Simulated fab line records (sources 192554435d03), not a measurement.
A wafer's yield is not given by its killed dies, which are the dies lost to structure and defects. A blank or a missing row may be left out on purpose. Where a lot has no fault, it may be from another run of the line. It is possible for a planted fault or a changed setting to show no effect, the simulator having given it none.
fab line records	flow n5_finfet
[record] lots = 5	wafers = 13	last_day = 16
route steps=1938 shown SD_EPI_N@275 SD_EPI_P@295 BEOL_M4@1111 PASSIVATION@1936
lots that met no fault: taken from a fault-free run of the same line
start_h: hours from the record's first day to the start of the lot's first wafer shown	wait_h: how many hours have passed since the lot's step before this one	" identical to the entry in the row above	L1.1+2: one row covering several wafers at once	- no value present, or no start provided	* or withheld: withheld	< > ~ a bound
route shown NAME@n: a module of which the file shows steps, and the number in the route of the first	usual: average and standard deviation across the fault-free wafers	same: alike in all rows	chamber/n: place in a boat	sites: each site's reading	_std_site: the values' standard deviation	_edge_site: inner sites' mean taken away from outer sites' mean	radius_mm: for every site, how far away it sits from the centre of the wafer	mask NAME#n: copy n	behind: tool/chamber where the wafer was last shaped	hold: why the lot went on hold/how many hours it stayed there/how the hold came to an end	device: which transistor (n, p or np) failed to switch	end of line: at the end of the route, the tests of the same wafers	a step with no rows: only its recipe	killed: dies lost to structure and defects at the first sort, not the wafer's yield	map: shows each die of a wafer: x if killed, . if not, _ if none is there
set.NAME: the setting as run; set.NAME@STEP: as run at that earlier step	model.NAME: the simulator's own value behind a step, which no gauge read
lots at selected steps of the route; one table per step, one row per wafer
services: the hour from which a tool's chamber was out of use, counted from the record's first day as start_h (under 0 if before that day), plus the number of hours and why
[[steps]]
[step N5_SD_EPI_N_ETCH_35]
[recipe] chemistry = N2/H2	target = SOC	overetch_a = 1080	mask_material = SiARC	temp_c = 40	ion_energy_ev = 100	source_w = 3000	bias_w = 133	pressure_mtorr = 20	time_s = 486	n2_flow_sccm = 200	h2_flow_sccm = 200
[step N5_SD_EPI_N_STRIP_36]
[recipe] chemistry = N2/H2	temp_c = 40	n2_flow_sccm = 200	h2_flow_sccm = 200	rf_frequency_hz = 6e+07
[step N5_SD_EPI_N_ETCHBACK_44]
[recipe] chemistry = CH3F/O2	mode = anisotropic_etchback	target = SiNx	target_depth_a = 145	stop_on = SiO2	over_etch_frac = 0.3	ion_energy_ev = 120	pressure_mtorr = 30	source_w = 395	bias_w = 73	Ar_flow_sccm = 150	CH3F_flow_sccm = 30	O2_flow_sccm = 20
[step N5_SD_EPI_N_ETCH_45]
[recipe] chemistry = CH3F/O2	target = SiOCN	target_depth_a = 60	mask_material = SOC	ion_energy_ev = 60	bias_w = 29	pressure_mtorr = 15	source_w = 410	Ar_flow_sccm = 150	CH3F_flow_sccm = 30	O2_flow_sccm = 20
[step N5_SD_EPI_N_ETCH_16]
[recipe] chemistry = CHF3/O2	target = SiO2	target_depth_a = 50	mask_material = SOC	pressure_mtorr = 30	source_w = 650	bias_w = 170	Ar_flow_sccm = 200	CHF3_flow_sccm = 50	O2_flow_sccm = 5	ion_energy_ev = 200
[step N5_SD_EPI_N_STRIP_47]
[recipe] chemistry = CHF3/O2	resist = SiARC	rf_frequency_hz = 6e+07
[step N5_SD_EPI_N_SD_RECESS_17]
[recipe] chemistry = HBr/Cl2/O2	target_depth_a = 410	mask_material = SOC	time_s = 23.7	bt_time_s = 3	pressure_mtorr = 10	icp_w = 800	bias_w = 112	HBr_flow_sccm = 150	Cl2_flow_sccm = 80	O2_flow_sccm = 12
[step N5_SD_EPI_N_STRIP_38]
[recipe] chemistry = N2/H2	power_w = 1000	temp_c = 250	h2_frac = 0.65	overash_fraction = 0.3	pressure_mtorr = withheld	n2_flow_sccm = 1750	h2_flow_sccm = 3250
[step N5_SD_EPI_N_WET_ETCH_43]
[recipe] chemistry = dHF	dilution = withheld	time_s = 14	target = SiO2	target_depth_a = 15	temp_c = 25
[step N5_SD_EPI_N_STRIP_18]
[recipe] chemistry = SPM	time_s = 750	temp_c = 130	h2so4_h2o2_vol_ratio = 4
[step N5_SD_EPI_N_SRD_20]
[recipe] dry = ipa_marangoni	do_ppb = 5	time_s = 30	temp_c = 23	rinse_liquid = diw
[step N5_SD_EPI_N_PRECLEAN_48]
[recipe] chemistry = NF3:NH3	afs_cycles = 2	temp_c = 30	time_s = 20	sublimation_temp_c = 180	sublimation_time_s = 60	pressure_torr = 3	rf_power_w = 30
[step N5_SD_EPI_N_VAPOR_ETCH_50]
[recipe] chemistry = HCl	target = Si	temp_c = 775	time_s = 54	pressure_torr = 20	mode = isotropic
[usual] susceptor_temp_C = 774.95/0.29	throttle_valve_pct = 12.0/0.44
lot.wafer	tool	chamber	start_h	wait_h	susceptor_temp_C	throttle_valve_pct
L901.3	epi_rpcvd-03	0	62.16	0.2	774.76	12.0
L901.4	"	0	"	"	775.10	12.0
L901.6	"	0	"	"	774.82	12.3
L904.1	epi_rpcvd-01	0	82.47	0.3	775.33	11.4
L904.5	"	0	"	"	775.32	11.2
L904.6	"	0	"	"	775.44	11.5
L911.1	epi_rpcvd-01	0	125.75	0.3	774.66	11.5
L911.2	"	0	"	"	774.64	11.3
L911.6	"	0	"	"	-	11.6
L912.3	epi_rpcvd-01	0	130.27	0.2	-	11.4
L912.6	"	0	"	"	-	11.6
L915.3	epi_rpcvd-01	0	147.47	0.2	-	11.3
L915.5	"	0	"	"	774.92	11.5
[step N5_SD_EPI_N_EPI_21]
[recipe] material = Si:P	dopant = P	temp_c = 680	pressure_torr = 255	time_s = 690
[step N5_SD_EPI_N_PRECLEAN_24]
[recipe] chemistry = O3/DIW	time_s = 60	temp_c = 22	o3_ppm = 10
[step N5_SD_EPI_N_SRD_25]
[recipe] time_s = 30	temp_c = 23	rinse_liquid = diw	dry = ipa_marangoni
[step N5_SD_EPI_N_PRECLEAN_49]
[recipe] chemistry = NF3:NH3	afs_cycles = 1	temp_c = 30	time_s = 20	sublimation_temp_c = 180	sublimation_time_s = 60	pressure_torr = 3	rf_power_w = 30
[step N5_SD_EPI_N_LINER_46]
[recipe] material = SiNx	target_thk_a = 30	temp_c = 400	ald_precursor_family = SiH2I2	ald_co_reactant = N2/H2-plasma	pressure_torr = 2
[step N5_SD_EPI_P_COAT_34]
[recipe] resist = SOC	temp_c = 250	time_s = 60	spin_rpm = 1500	resist_thk_nm = 350
[step N5_SD_EPI_P_COAT_35]
[recipe] resist = SiARC	temp_c = 220	time_s = 60	spin_rpm = 1500	resist_thk_nm = 35
[step N5_SD_EPI_P_COAT_03]
[recipe] resist = CAR-ArF-block	spin_rpm = 1500	resist_thk_nm = 150
[step N5_SD_EPI_P_EBR_05]
[recipe] solvent = PGMEA	ebr_width_mm = 1.5
[step N5_SD_EPI_P_SOFTBAKE_04]
[recipe] temp_c = 110	time_s = 60	resist = CAR-ArF-block
[step N5_SD_EPI_P_EXPOSE_06]
[recipe] mask_id = SD_P_BLK	na = 1.35	source_shape = conventional	sigma_outer = 0.8	polarization = unpolarized	target_cd_nm = 240	dose_mj = 39.5
[step N5_SD_EPI_P_PEB_07]
[recipe] peb_temp_c = 110	peb_time_s = 60	resist = CAR-ArF-block
[step N5_SD_EPI_P_DEVELOP_08]
[recipe] develop_time_s = 30	developer = TMAH	resist = CAR-ArF-block	dev_temp_c = 23	rinse_liquid = diw	dry = air_spin
[step N5_SD_EPI_P_DESCUM_14]
[recipe] chemistry = O2	time_s = 7.9	source_power_w = 50	bias_power_w = 20	pressure_mtorr = 20	rf_frequency_hz = 2.712e+07	temp_c = 40	resist = CAR-ArF-block	o2_flow_sccm = 225
[step N5_SD_EPI_P_ETCH_36]
[recipe] chemistry = CF4	target = SiARC	target_depth_a = 455	mask_material = CAR-ArF-block	time_s = 75.8	ion_energy_ev = 80	pressure_mtorr = 40	source_w = 545	bias_w = 36	Ar_flow_sccm = 100	cf4_flow_sccm = 100	ends = cleared
[step N5_SD_EPI_P_ETCH_37]
[recipe] chemistry = N2/H2	target = SOC	overetch_a = 1080	mask_material = SiARC	temp_c = 40	ion_energy_ev = 100	source_w = 3000	bias_w = 133	pressure_mtorr = 20	time_s = 486	n2_flow_sccm = 200	h2_flow_sccm = 200	ends = end_point
[step N5_SD_EPI_P_STRIP_38]
[recipe] chemistry = N2/H2	temp_c = 40	n2_flow_sccm = 200	h2_flow_sccm = 200	rf_frequency_hz = 6e+07
[step N5_SD_EPI_P_ETCHBACK_46]
[recipe] chemistry = CH3F/O2	mode = anisotropic_etchback	target = SiNx	target_depth_a = 175	stop_on = SiO2	over_etch_frac = 0.3	ion_energy_ev = 120	pressure_mtorr = 30	source_w = 395	bias_w = 73	Ar_flow_sccm = 150	CH3F_flow_sccm = 30	O2_flow_sccm = 20
[step N5_SD_EPI_P_ETCH_47]
[recipe] chemistry = CH3F/O2	target = SiOCN	target_depth_a = 250	mask_material = SOC	ion_energy_ev = 60	bias_w = 29	pressure_mtorr = 30	source_w = 410	Ar_flow_sccm = 150	CH3F_flow_sccm = 30	O2_flow_sccm = 20
[step N5_SD_EPI_P_ETCH_16]
[recipe] chemistry = CHF3/O2	target = SiO2	target_depth_a = 50	mask_material = SOC	pressure_mtorr = 30	source_w = 650	bias_w = 170	Ar_flow_sccm = 200	CHF3_flow_sccm = 50	O2_flow_sccm = 5	ion_energy_ev = 200
[step N5_SD_EPI_P_STRIP_50]
[recipe] chemistry = CHF3/O2	resist = SiARC	rf_frequency_hz = 6e+07
[step N5_SD_EPI_P_SD_RECESS_17]
[recipe] chemistry = HBr/Cl2/O2	target_depth_a = 391	bt_time_s = 3	pressure_mtorr = 10	icp_w = 800	bias_w = 112	HBr_flow_sccm = 150	Cl2_flow_sccm = 80	O2_flow_sccm = 12
[step N5_SD_EPI_P_WET_ETCH_45]
[recipe] chemistry = dHF	dilution = withheld	time_s = 10.7	target = SiO2	target_depth_a = 20	temp_c = 25	dry = ipa_marangoni	rinse_time_s = 30	rinse_temp_c = 23
[step N5_SD_EPI_P_STRIP_40]
[recipe] chemistry = N2/H2	power_w = 1000	temp_c = 250	h2_frac = 0.65	overash_fraction = 0.3	pressure_mtorr = withheld	n2_flow_sccm = 1750	h2_flow_sccm = 3250
[step N5_BEOL_M4_RC_MEAS_101]
[usual] DIBL_N = 36.3/1.8	DIBL_P = 36.5/2.1	IOFF_N = 0.16/0.031	IOFF_P = 0.22/0.038	ION_N = 677/12	ION_P = 466/7.8	REXT_N = 75.5/1.5	SS_N = 71.5/0.61	SS_P = 73.2/0.7	VT_N = 249/3	VT_N_LVT = 99/3.2	VT_P = -248.9/3
lot.wafer	tool	chamber	start_h	wait_h	DIBL_N[mV/V]	DIBL_P[mV/V]	IOFF_N[nA/um]	IOFF_P[nA/um]	ION_N[uA/um]	ION_P[uA/um]	REXT_N[ohm.um]	SS_N[mV/dec]	SS_P[mV/dec]	VT_N[mV]	VT_N_LVT[mV]	VT_P[mV]
L901.3	prober-02	0	200.55	0.3	36.8	36.6	0.17	0.21	687	467	74.0	72.1	72.2	249	96	-249.6
L901.4	"	0	"	"	37.7	38.0	0.19	0.23	686	461	74.4	72.6	72.2	247	95	-247.9
L901.6	"	0	"	"	35.1	34.8	0.15	0.18	679	466	74.8	71.0	72.4	248	97	-252.8
L904.1	prober-01	0	231.55	0.0	37.1	37.3	0.17	0.22	687	468	75.0	71.6	74.1	249	98	-250.1
L904.5	"	0	"	"	37.0	37.4	0.17	0.21	682	462	74.5	72.2	74.7	251	99	-251.6
L904.6	"	0	"	"	37.4	38.0	0.18	0.22	686	465	74.9	71.5	74.3	251	97	-249.1
L911.1	prober-01	0	248.99	0.0	34.7	34.1	0.12	0.18	667	459	78.2	71.1	72.5	255	104	-251.3
L911.2	"	0	"	"	36.5	35.9	0.14	0.22	678	470	77.5	71.6	73.2	250	101	-247.4
L911.6	"	0	"	"	31.9	37.0	0.09	0.24	638	468	90.8	70.6	73.6	259	108	-248.7
L912.3	prober-01	0	264.21	0.3	34.9	39.3	0.13	0.29	649	476	86.5	71.7	74.1	255	103	-245.2
L912.6	"	0	"	"	32.4	35.9	0.09	0.22	630	471	87.5	71.7	74.0	257	109	-251.2
L915.3	prober-01	0	267.49	0.3	33.0	36.2	0.10	0.23	646	464	87.9	70.2	73.2	255	109	-248.2
L915.5	"	0	"	"	35.2	33.4	0.12	0.18	653	451	75.9	70.8	71.9	255	107	-251.4
[step N5_PASSIVATION_PROBE_49]
[usual] defect_limited_yield = 91.2/1.5	killed_at_M0_to_M3 = 33/9.6	killed_at_M4_up = 14/5.6	killed_at_contacts = 14/5.5	killed_at_front_end = 40/13	killed_at_other = 4/3	killed_dies = 104/17	killed_open = 68/13	killed_short = 33/7.2	sort_bin_5_function = 5.2/0.95	sort_bin_6_memory = 3.3/0.62	sort_bin_8_speed = 0.00/0.012	sort_n_pass = 1076/17	sort_yield_pct = 91.2/1.5
[same] gross_dies = 1180	killed_at_back_side = 0	sort_bin_4_leakage[%] = 0
lot.wafer	tool	chamber	start_h	wait_h	defect_limited_yield[%]	killed_at_M0_to_M3	killed_at_M4_up	killed_at_contacts	killed_at_front_end	killed_at_other	killed_dies	killed_open	killed_short	sort_bin_5_function[%]	sort_bin_6_memory[%]	sort_bin_8_speed[%]	sort_n_pass	sort_yield_pct[%]
L901.3	prober-02	-	312.54	0.1	91.9	19	28	22	25	1	95	62	30	4.5	3.3	0	1085	91.9
L901.4	prober-02	-	312.59	0.2	91.9	37	8	15	34	2	96	57	37	4.7	3.0	0	1084	91.9
L901.6	prober-02	-	312.69	0.3	91.2	36	24	12	31	1	104	71	31	5.1	3.6	0	1076	91.2
L911.6	prober-02	-	347.10	0.3	92.7	12	11	13	49	1	86	58	28	4.5	2.6	1.95	1071	90.8
L915.3	prober-02	-	366.91	0.1	90.9	30	31	7	39	0	107	70	34	5.7	3.0	0.51	1067	90.4
L915.5	prober-02	-	367.01	0.2	90.2	45	13	12	46	0	116	70	42	6.1	3.5	0	1064	90.2
L912.3	prober-01	-	372.67	0.1	90.8	34	11	14	40	9	108	58	47	5.2	3.6	0.17	1070	90.7
L912.6	prober-01	-	372.82	0.3	91.3	32	8	23	34	6	103	65	27	4.7	3.4	2.71	1045	88.6
// killed by level:class
L901.3 MOL_CONTACT_COAG:geometric_particle:open=18 BEOL_M4:geometric_particle:open=14 FIN_SAQP:geometric_particle:open=5 FIN_SAQP:geometric_particle:short=5 STI_FIN_REVEAL:geometric_particle:open=4 MOL_CONTACT_COAG:geometric_particle:short=4 BEOL_M4:geometric_particle:short=4 BEOL_M2:geometric_particle:open=4
L901.4 FIN_SAQP:geometric_particle:open=10 MOL_CONTACT_COAG:geometric_particle:open=8 STI_FIN_REVEAL:geometric_particle:open=7 BEOL_M3:geometric_particle:open=7 MOL_CONTACT_COAG:geometric_particle:short=6 BEOL_M0_SAQP:geometric_particle:short=5 BEOL_M1:geometric_particle:open=5 BEOL_M1:geometric_particle:short=4
L901.6 BEOL_M4:geometric_particle:open=15 MOL_CONTACT_COAG:geometric_particle:open=9 GATE_CUT:geometric_particle:short=7 BEOL_M0:geometric_particle:open=7 BEOL_M2:geometric_particle:open=7 FIN_SAQP:geometric_particle:open=5 FIN_SAQP:geometric_particle:short=5 DUMMY_GATE:geometric_particle:open=5
L911.6 FIN_SAQP:geometric_particle:open=11 MOL_CONTACT_COAG:geometric_particle:open=10 FIN_SAQP:geometric_particle:short=8 GATE_CUT:geometric_particle:short=8 STARTING-WAFER:geometric_particle:open=6 STI_FIN_REVEAL:geometric_particle:open=5 DUMMY_GATE:geometric_particle:open=5 BEOL_M2:geometric_particle:open=4
L915.3 BEOL_M4:geometric_particle:open=13 FIN_SAQP:geometric_particle:open=7 DUMMY_GATE:geometric_particle:open=7 FIN_SAQP:geometric_particle:short=6 GATE_CUT:geometric_particle:short=6 MOL_CONTACT_COAG:geometric_particle:open=5 BEOL_M3:geometric_particle:open=5 BEOL_M0_SAQP:geometric_particle:open=5
L915.5 BEOL_M0_SAQP:geometric_particle:short=14 BEOL_M3:geometric_particle:open=11 MOL_CONTACT_COAG:geometric_particle:open=9 BEOL_M0_SAQP:geometric_particle:open=9 GATE_CUT:geometric_particle:open=7 DUMMY_GATE:geometric_particle:open=6 FIN_SAQP:geometric_particle:open=5 STI_FIN_REVEAL:geometric_particle:open=5
L912.3 GATE_CUT:geometric_particle:short=11 BEOL_M0_SAQP:geometric_particle:open=11 MOL_CONTACT_COAG:geometric_particle:open=10 BEOL_M0_SAQP:geometric_particle:short=8 FIN_SAQP:geometric_particle:short=7 FIN_SAQP:geometric_particle:open=6 BEOL_M1:geometric_particle:open=5 PASS1_DEP:geometric_particle:short=5
L912.6 MOL_CONTACT_COAG:geometric_particle:open=18 STI_FIN_REVEAL:geometric_particle:open=9 BEOL_M2:geometric_particle:open=8 BEOL_M1:geometric_particle:open=6 BEOL_M0_SAQP:geometric_particle:short=5 STARTING-WAFER:geometric_particle:open=5 HKMG_FIN:area_etch=5 BEOL_M0_SAQP:geometric_particle:open=4
// map L911.2 (x killed, . not)
_________________....x.......________________
______________..........x......._____________
___________.......................x__________
__________.....x.x..x............x.._________
________....x........x.x..x..........._______
_______................................______
______.........x.....................x.._____
_____....................x.....x.........____
____...........................x..........___
___x...x..........x.........x......x.xx....__
___.....x.x..xx...x....x.......x...........__
__x.........................x.x........x...._
__................x........x.......x..x....._
_..x.....x..x................................
_............................................
_............................................
_....x......................................x
_...x............x....x...................x..
_................................x...........
_................x.......xx..x......xx.......
_..........................x..............xx.
__............xx.....x...........x...x......_
__..........................x...x.x........x_
___.........x.............x.......xx.......__
___...............xx.......................__
____............x............x.....x......___
_____...x........xx.x....................____
______..x........x.............xx.x....._____
_______.................x...x..........______
________.............................._______
__________.........x...........x...._________
___________.xx.................x...__________
______________x................._____________
_________________..........x.________________
// map L912.3 (x killed, . not)
_________________x..........x________________
______________..........x....x.._____________
___________......xx......x.........__________
__________..........x.x............._________
________.x.....x..............x...x..._______
_______.............................x..______
______...x.........x.x..............x..._____
_____...x...........................x....____
____..x............x............x.....x...___
___.........................x......x.......__
___....x..........x...xx........x..........__
__.......x...............x......x..........._
__...x......x.....x...x........xx.......x..._
_...............x.....x....................x.
_.....x......................................
_..x...x..............x..........x........x..
_............................................
_.x................x................x.x......
_......xx.x..........x.x..x..x....x..........
_............................x..x.x..........
_......................xx.....x..............
__........x..........x......................_
__...................x.xx...x...x..........._
___.....x..x..x............................__
___.....................xx...x.......x.....__
____.x..x.........x........x..........x...___
_____.....x....x..............x..........____
______...x.....x..x.............x......x_____
_______.................x..........x...______
________..x.....x.................x.x._______
__________x........x.......x....x..._________
___________...........x............__________
______________...x.........x...._____________
_________________............________________
[[services]]
tool	chamber	start_h	hours	kind
epi_rpcvd-01	-	137.66	2.8	pm
[[key]]
[first_sign] step = N5_BEOL_M4_RC_MEAS_101	reading = REXT_N	direction = up	sigmas = 8.5	usual = 75.5	struck = 88.2
[effect] step = N5_BEOL_M4_RC_MEAS_101	reading = ION_N	direction = down	sigmas = 2.9	usual = 677	struck = 641
[effect] step = N5_BEOL_M4_RC_MEAS_101	reading = VT_N_LVT	direction = up	sigmas = 2.7	usual = 99	struck = 107
[effect] step = N5_BEOL_M4_RC_MEAS_101	reading = VT_N	direction = up	sigmas = 2.4	usual = 249	struck = 256
[effect] step = N5_BEOL_M4_RC_MEAS_101	reading = IOFF_N	direction = down	sigmas = 1.9	usual = 0.16	struck = 0.10	wafers_moved = 1
[effect] step = N5_BEOL_M4_RC_MEAS_101	reading = DIBL_N	direction = down	sigmas = 1.9	usual = 36.3	struck = 33.1
[effect] step = N5_PASSIVATION_PROBE_49	reading = sort_bin_8_speed	direction = up	sigmas = 16	usual = 0.00	struck = 1.33
met_at N5_SD_EPI_N_VAPOR_ETCH_50
struck_wafers L911.6,L912.3,L912.6,L915.3
onset_between 82.47 125.75
[fault] kind = process_parameter_drift	tool = epi_rpcvd-01	chamber = -	onset_h = 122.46	steps = N5_SD_EPI_N_VAPOR_ETCH_50	channel = time_s	offset = *	shape = step	end_h = 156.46	scope = struck_wafers_only	acts_in = *	stated = *
